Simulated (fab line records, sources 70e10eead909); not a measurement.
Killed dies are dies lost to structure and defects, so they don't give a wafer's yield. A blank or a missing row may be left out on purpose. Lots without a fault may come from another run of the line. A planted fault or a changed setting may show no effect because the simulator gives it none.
Chamber matching | flow nand_harc | NHARC_P_GATE_STRIP_108 on rie_diel-10: 4 sister chambers
The step strips in O2. 4 wafers are shown with their chamber, then 7 later ones without.

WAFERS WITH THEIR CHAMBER
wafer  | chamber | showerhead_plenum_p_Torr (Torr)
L086.5 | 2       | 3.70
L089.6 | 3       | 3.70
L090.1 | 1       | 3.46
L090.3 | 0       | 3.33

WAFERS WITHOUT THEIR CHAMBER
wafer  | showerhead_plenum_p_Torr (Torr)
L090.4 | 3.70
L094.2 | 3.70
L094.4 | 3.33
L094.6 | 3.70
L096.4 | 3.33
L096.5 | 3.32
L096.6 | 3.70

WHICH CHAMBER EACH WENT THROUGH
wafer  | from the rows above     | in truth
L090.4 | can't be placed: 2 or 3 | 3
L094.2 | can't be placed: 2 or 3 | 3
L094.4 | 0                       | 0
L094.6 | can't be placed: 2 or 3 | 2
L096.4 | 0                       | 0
L096.5 | 0                       | 0
L096.6 | can't be placed: 2 or 3 | 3
Placed correctly: 3 of 7. Can't be placed from these rows: 4 (the true chamber is among the candidates in 4). Placed wrongly: 0.
How it was worked out, from the rows above alone: a wafer's distance from a chamber is the root of the sum, over the readings, of the square of ((its reading less the chamber's mean) divided by the reading's scatter). The wafer belongs to the nearest chamber; if the next one is less than 2 further off, it can't be placed. A chamber's mean is the mean of its shown wafers. The scatter: with one shown wafer a chamber, the root of the mean of the squares of how far each hidden wafer lies from its nearest shown one.
